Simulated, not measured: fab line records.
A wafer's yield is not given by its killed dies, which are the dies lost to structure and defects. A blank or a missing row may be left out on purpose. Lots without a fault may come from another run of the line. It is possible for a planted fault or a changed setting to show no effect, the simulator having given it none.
Split-lot study :: flow n5_finfet :: on a route of 1938 steps: 7 lots, 21 wafers read

== ON THE SPLIT ==
At N5_BEOL_M0_ETCH_138 (etches SiCN in CH3F/O2, target depth 12 nm, time 31.6 s), the setting bias_w was moved away from the recipe's 75 W on 4 of the 21 wafers read, by -6.9% to +5.3%. For the rest of the wafers, this setting stayed at what the recipe calls for.

The reading comes from the split's own step.

== THE READING ==
rf_vpp_V, in V, at N5_BEOL_M0_ETCH_138 (etches SiCN in CH3F/O2, target depth 12 nm, time 31.6 s). On this fab line, fault-free wafers typically give 296.7 V with a standard deviation of 1.6 V.

wafer: L074.1
tool, chamber at the split: rie_diel-04, 3
bias_w as run, W: 75
against the recipe: recipe
rf_vpp_V, V: 294.2
against lot-mates on the recipe: -

wafer: L074.3
tool, chamber at the split: rie_diel-04, 0
bias_w as run, W: 78.6
against the recipe: +4.8%
rf_vpp_V, V: 305.9
against lot-mates on the recipe: +11.7

wafer: L074.5
tool, chamber at the split: rie_diel-04, 1
bias_w as run, W: 78.6
against the recipe: +4.8%
rf_vpp_V, V: 306.3
against lot-mates on the recipe: +12.1

wafer: L077.1
tool, chamber at the split: rie_diel-01, 0
bias_w as run, W: 75
against the recipe: recipe
rf_vpp_V, V: 299.4
against lot-mates on the recipe: -

wafer: L077.4
tool, chamber at the split: rie_diel-01, 3
bias_w as run, W: 75
against the recipe: recipe
rf_vpp_V, V: 294.9
against lot-mates on the recipe: -

wafer: L077.5
tool, chamber at the split: rie_diel-01, 2
bias_w as run, W: 75
against the recipe: recipe
rf_vpp_V, V: 295.0
against lot-mates on the recipe: -

wafer: L076.1
tool, chamber at the split: rie_diel-01, 2
bias_w as run, W: 78.97
against the recipe: +5.3%
rf_vpp_V, V: 305.1
against lot-mates on the recipe: +7.7

wafer: L076.4
tool, chamber at the split: rie_diel-01, 0
bias_w as run, W: 75
against the recipe: recipe
rf_vpp_V, V: 299.0
against lot-mates on the recipe: -

wafer: L076.5
tool, chamber at the split: rie_diel-01, 2
bias_w as run, W: 75
against the recipe: recipe
rf_vpp_V, V: 295.9
against lot-mates on the recipe: -

wafer: L080.1
tool, chamber at the split: rie_diel-04, 1
bias_w as run, W: 75
against the recipe: recipe
rf_vpp_V, V: 298.0
against lot-mates on the recipe: -

wafer: L080.2
tool, chamber at the split: rie_diel-04, 0
bias_w as run, W: 75
against the recipe: recipe
rf_vpp_V, V: 297.7
against lot-mates on the recipe: -

wafer: L080.6
tool, chamber at the split: rie_diel-04, 3
bias_w as run, W: 75
against the recipe: recipe
rf_vpp_V, V: 296.1
against lot-mates on the recipe: -

wafer: L082.1
tool, chamber at the split: rie_diel-01, 3
bias_w as run, W: 75
against the recipe: recipe
rf_vpp_V, V: 297.9
against lot-mates on the recipe: -

wafer: L082.4
tool, chamber at the split: rie_diel-01, 0
bias_w as run, W: 75
against the recipe: recipe
rf_vpp_V, V: 297.5
against lot-mates on the recipe: -

wafer: L082.6
tool, chamber at the split: rie_diel-01, 2
bias_w as run, W: 69.85
against the recipe: -6.9%
rf_vpp_V, V: 282.5
against lot-mates on the recipe: -15.2

wafer: L083.4
tool, chamber at the split: rie_diel-01, 1
bias_w as run, W: 75
against the recipe: recipe
rf_vpp_V, V: 296.3
against lot-mates on the recipe: -

wafer: L083.5
tool, chamber at the split: rie_diel-01, 3
bias_w as run, W: 75
against the recipe: recipe
rf_vpp_V, V: 296.0
against lot-mates on the recipe: -

wafer: L083.6
tool, chamber at the split: rie_diel-01, 2
bias_w as run, W: 75
against the recipe: recipe
rf_vpp_V, V: 295.1
against lot-mates on the recipe: -

wafer: L086.3
tool, chamber at the split: rie_diel-04, 3
bias_w as run, W: 75
against the recipe: recipe
rf_vpp_V, V: 296.0
against lot-mates on the recipe: -

wafer: L086.4
tool, chamber at the split: rie_diel-04, 1
bias_w as run, W: 75
against the recipe: recipe
rf_vpp_V, V: 298.2
against lot-mates on the recipe: -

wafer: L086.5
tool, chamber at the split: rie_diel-04, 1
bias_w as run, W: 75
against the recipe: recipe
rf_vpp_V, V: 299.6
against lot-mates on the recipe: -

FIT RESULTS
A straight line over all 21 wafers: rf_vpp_V changes by +1.91 V for each +1% of bias_w; r = +0.95; the points scatter about the line by 1.6 V.
The same after taking each lot's own level away (the mean of its wafers on the recipe; 21 wafers): +2.14 V for each +1%; r = +0.96; scatter 1.6 V.
The reading moves by 15 V for the largest change in bias_w, on that fit.
The lots' own levels span 294.20 to 297.93 V, that is 2.3 times the standard deviation above.
So the slope is not independent of the lot-to-lot level: the two fits are not the same.
Check: -14.3 V against its lot-mates is what the line predicts for one of the wafers moved furthest among these (-6.9%) when that wafer is left out of the fit. Against them it came out at -15.2 V.
Tool readings at the split's step, against how far the setting was moved: rf_vpp_V r = +0.95.

== OTHER SPLITS APPLIED TO THESE WAFERS ==
Note: prior to the reading, these wafers also went through further splits. Each is held against what the fit with the lots' levels taken away leaves over:
other split on the same wafers: N5_HKMG_FIN_EXPOSE_46 dose_mj
wafers away from the commonest value: 7
r with rf_vpp_V (lot level and that fit taken away): +0.48

other split on the same wafers: N5_MOL_CONTACT_COAG_VIA_ETCH_46 bias_w
wafers away from the commonest value: 6
r with rf_vpp_V (lot level and that fit taken away): -0.33

other split on the same wafers: N5_BEOL_M0_CUTY_ETCH_63 time_s
wafers away from the commonest value: 3
r with rf_vpp_V (lot level and that fit taken away): +0.01

== FILE'S OWN FIT ==
rf_vpp_V changes by +2.05 V for each +1% of bias_w, r = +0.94.
